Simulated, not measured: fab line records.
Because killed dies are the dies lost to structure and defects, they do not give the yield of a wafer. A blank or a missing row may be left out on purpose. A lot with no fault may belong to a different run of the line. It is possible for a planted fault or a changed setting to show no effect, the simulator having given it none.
Matching of chambers || flow nand harc || NHARC_A_M0_PRE_CLEAN_31 on pecvd-01 has 3 sister chambers
The step time 12 s. 16 wafers are shown with their chamber, then 8 later ones without.

== WAFERS, EACH WITH ITS CHAMBER ==
{"wafer": "L081.2", "chamber": 1, "heater power w (W)": 664}
{"wafer": "L081.5", "chamber": 1, "heater power w (W)": 695}
{"wafer": "L081.6", "chamber": 0, "heater power w (W)": 696}
{"wafer": "L083.1", "chamber": 0, "heater power w (W)": 641}
{"wafer": "L083.3", "chamber": 2, "heater power w (W)": 402}
{"wafer": "L083.6", "chamber": 2, "heater power w (W)": 405}
{"wafer": "L088.2", "chamber": 2, "heater power w (W)": 472}
{"wafer": "L088.4", "chamber": 0, "heater power w (W)": 686}
{"wafer": "L088.5", "chamber": 2, "heater power w (W)": 470}
{"wafer": "L085.3", "chamber": 2, "heater power w (W)": 404}
{"wafer": "L085.5", "chamber": 2, "heater power w (W)": 412}
{"wafer": "L085.6", "chamber": 0, "heater power w (W)": 564}
{"wafer": "L090.3", "chamber": 1, "heater power w (W)": 678}
{"wafer": "L090.4", "chamber": 2, "heater power w (W)": 481}
{"wafer": "L090.5", "chamber": 1, "heater power w (W)": 686}
{"wafer": "L093.2", "chamber": 1, "heater power w (W)": 704}

SIGNATURES (averages over the wafers above)
{"reading": "heater power w", "chamber 0": 646.75, "chamber 1": 685.40, "chamber 2": 435.14, "scatter within a chamber": 39.2}
Rule: for a wafer and a chamber, the distance is found by dividing, reading by reading, the gap between the wafer's reading and the chamber's mean by the reading's scatter, squaring, summing and taking the root. If the next closest chamber is less than 2 further off than the closest, the wafer can't be placed; otherwise it belongs to the closest. The scatter is the square root of a quotient: the sum, over the shown wafers, of each reading's squared deviation from its chamber's mean, divided by wafers minus chambers.

== WAFERS WHOSE CHAMBER IS MISSING ==
{"wafer": "L093.3", "heater power w (W)": 644}
{"wafer": "L093.6", "heater power w (W)": 707}
{"wafer": "L094.1", "heater power w (W)": 675}
{"wafer": "L094.4", "heater power w (W)": 650}
{"wafer": "L094.6", "heater power w (W)": 472}
{"wafer": "L096.1", "heater power w (W)": 711}
{"wafer": "L096.2", "heater power w (W)": 411}
{"wafer": "L096.4", "heater power w (W)": 689}

== EACH ONE'S CHAMBER ==
{"wafer": "L093.3", "from the rows above": "can't be placed: 0 or 1", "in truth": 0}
{"wafer": "L093.6", "from the rows above": "can't be placed: 1 or 0", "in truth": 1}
{"wafer": "L094.1", "from the rows above": "can't be placed: 1 or 0", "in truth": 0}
{"wafer": "L094.4", "from the rows above": "can't be placed: 0 or 1", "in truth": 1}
{"wafer": "L094.6", "from the rows above": 2, "in truth": 2}
{"wafer": "L096.1", "from the rows above": "can't be placed: 1 or 0", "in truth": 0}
{"wafer": "L096.2", "from the rows above": 2, "in truth": 2}
{"wafer": "L096.4", "from the rows above": "can't be placed: 1 or 0", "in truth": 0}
Placed correctly: 2 of 8. These rows do not allow placing 6 (true chamber among the candidates in 6). Placed wrongly: 0.
